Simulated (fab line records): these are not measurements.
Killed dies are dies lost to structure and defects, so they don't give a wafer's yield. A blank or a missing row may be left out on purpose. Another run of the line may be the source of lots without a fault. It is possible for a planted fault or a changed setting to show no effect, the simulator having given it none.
Matching of chambers | flow nand harc | cmp-04 running NHARC_A_STAIRCASE_CMP_472: 4 sister chambers
The step polishes SiO2. 20 wafers are shown with their chamber, then 10 later ones without.

## WAFERS WITH THEIR CHAMBER
wafer  | chamber | motor current A (A)
L074.3 | 1       | 10.8
L074.4 | 2       | 11.0
L074.5 | 3       | 13.3
L076.2 | 3       | 13.1
L076.5 | 1       | 10.3
L076.6 | 0       | 12.3
L077.1 | 1       | 10.0
L077.4 | 2       | 11.1
L077.5 | 1       | 10.3
L080.3 | 0       | 12.5
L080.4 | 3       | 13.4
L080.6 | 1       | 10.6
L085.1 | 3       | 13.2
L085.4 | 2       | 11.3
L085.5 | 3       | 13.2
L085.2 | 0       | 12.1
L085.3 | 1       | 10.2
L085.6 | 0       | 12.8
L087.3 | 0       | 12.8
L087.4 | 1       | 10.8

SIGNATURES (averages over the wafers above)
reading         | chamber 0 | chamber 1 | chamber 2 | chamber 3 | scatter within a chamber
motor current A | 12.500    | 10.429    | 11.133    | 13.240    | 0.257
Rule: a wafer's distance from a chamber is the root of the sum, over the readings, of the square of ((its reading less the chamber's mean) divided by the reading's scatter). If the next closest chamber is less than 2 further off than the closest, the wafer can't be placed; otherwise it belongs to the closest. The scatter is the square root of a quotient: the sum, over the shown wafers, of each reading's squared deviation from its chamber's mean, divided by wafers minus chambers.

## WAFERS WHOSE CHAMBER IS MISSING
wafer  | motor current A (A)
L087.6 | 13.0
L089.1 | 12.9
L089.2 | 10.5
L089.4 | 13.5
L089.3 | 11.4
L089.5 | 10.6
L089.6 | 10.7
L095.2 | 13.0
L095.4 | 10.6
L095.6 | 11.4

## WHICH CHAMBER EACH WENT THROUGH
wafer  | from the rows above     | in truth
L087.6 | can't be placed: 3 or 0 | 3
L089.1 | can't be placed: 3 or 0 | 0
L089.2 | 1                       | 1
L089.4 | 3                       | 3
L089.3 | 2                       | 2
L089.5 | can't be placed: 1 or 2 | 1
L089.6 | can't be placed: 1 or 2 | 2
L095.2 | can't be placed: 3 or 0 | 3
L095.4 | can't be placed: 1 or 2 | 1
L095.6 | 2                       | 2
Correct placement for 4 of the 10. Unplaceable from these rows: 6, with the true chamber sitting among the candidates in 6. Wrongly placed: 0.
